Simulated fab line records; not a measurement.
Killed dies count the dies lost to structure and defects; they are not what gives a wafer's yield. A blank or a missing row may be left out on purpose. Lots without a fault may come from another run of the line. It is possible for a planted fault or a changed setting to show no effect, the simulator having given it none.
One fault through the eyes of 2 desks | flow nand_harc | each desk has only its own numbers; what lay behind them comes last

## THE METROLOGY DESK
What the gauges read for every lot (on any tool): the sampled wafers with a number, averaged. Marked OUT: a lot whose mean sits more than 4 standard deviations from the usual mean, which makes it out of limits; the brackets give that distance.
Columns: A = thk_nm at NHARC_A_ONON_D1_THK_MEAS_05, usual 1002 nm; B = thk_nm at NHARC_A_ONON_D1_THK_MEAS_24, usual 998 nm; C = thk_nm at NHARC_A_ONON_D1_THK_MEAS_27, usual 1003 nm
lot  | first seen here | A    | B    | C
L686 | day 7 16:59     | 1012 | 976  | 1007
L688 | day 8 14:25     | 1019 | 1004 | 1005
L691 | day 9 14:59     | 990  | 981  | 992
L692 | day 10 08:02    | 1013 | 1000 | 987
L693 | day 10 15:49    | 996  | 994  | 1010
L694 | day 11 10:08    | 1006 | 1011 | 1002
L695 | day 11 14:26    | 1006 | 1016 | 1000
L696 | day 11 17:58    | 994  | 998  | 914 (-11) OUT
L698 | day 12 12:02    | 998  | 988  | 966 (-4.7) OUT
L699 | day 13 00:53    | 992  | 985  | 981
L703 | day 14 13:31    | 1005 | 995  | 1004
L705 | day 15 16:31    | 1002 | 1010 | 1004
L706 | day 16 03:35    | 1003 | 991  | 1002
L707 | day 16 03:42    | 1006 | 1018 | 990
L709 | day 17 16:57    | 1013 | 1007 | 1004
Finding of this desk: L696, L698 out of limits; the first was L696 at day 12 05:00, on thk_nm at NHARC_A_ONON_D1_THK_MEAS_27. L686, L688, L691, L692, L693, L694, L695, L699, L703, L705, L706, L707, L709 stayed within limits.

## DESK OF THE TOOL OWNER: pecvd_onon-02
The tool's own readings at NHARC_A_ONON_D1_DEP_25 (target thk 1000 nm): means of the sampled wafers that have a number, for each lot that ran on this tool. Marked OUT: a lot whose mean sits more than 4 standard deviations from the usual mean, which makes it out of limits; the brackets give that distance.
Columns: A = n2o_flow_sccm at NHARC_A_ONON_D1_DEP_25, usual 2001 sccm
lot  | first seen here | A
L692 | day 10 18:56    | 1995
L693 | day 11 02:37    | 1997
L696 | day 12 04:29    | 1998
L698 | day 12 21:24    | 2000
L699 | day 13 11:30    | 1995
L705 | day 16 03:25    | 2005
Result from this desk: across the 6 lots, nothing is out of limits.

## TAKEN TOGETHER
Metrology desk: alarm possible at day 12 05:00 on L696, L698.
Nothing out of limits was seen by the tool owner's desk.
On record at the tool owner's desk: L696, L698, within its limits.
The lots listed all ran NHARC_A_ONON_D1_DEP_25 on pecvd_onon-02.

## WHAT THE SIMULATOR HAD INSERTED
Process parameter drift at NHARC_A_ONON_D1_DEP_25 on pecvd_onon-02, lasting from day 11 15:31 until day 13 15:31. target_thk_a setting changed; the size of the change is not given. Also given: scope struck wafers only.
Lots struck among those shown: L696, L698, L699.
Time in hours between the start of the fault and the first out-of-limits reading at each desk: metrology desk, 13.
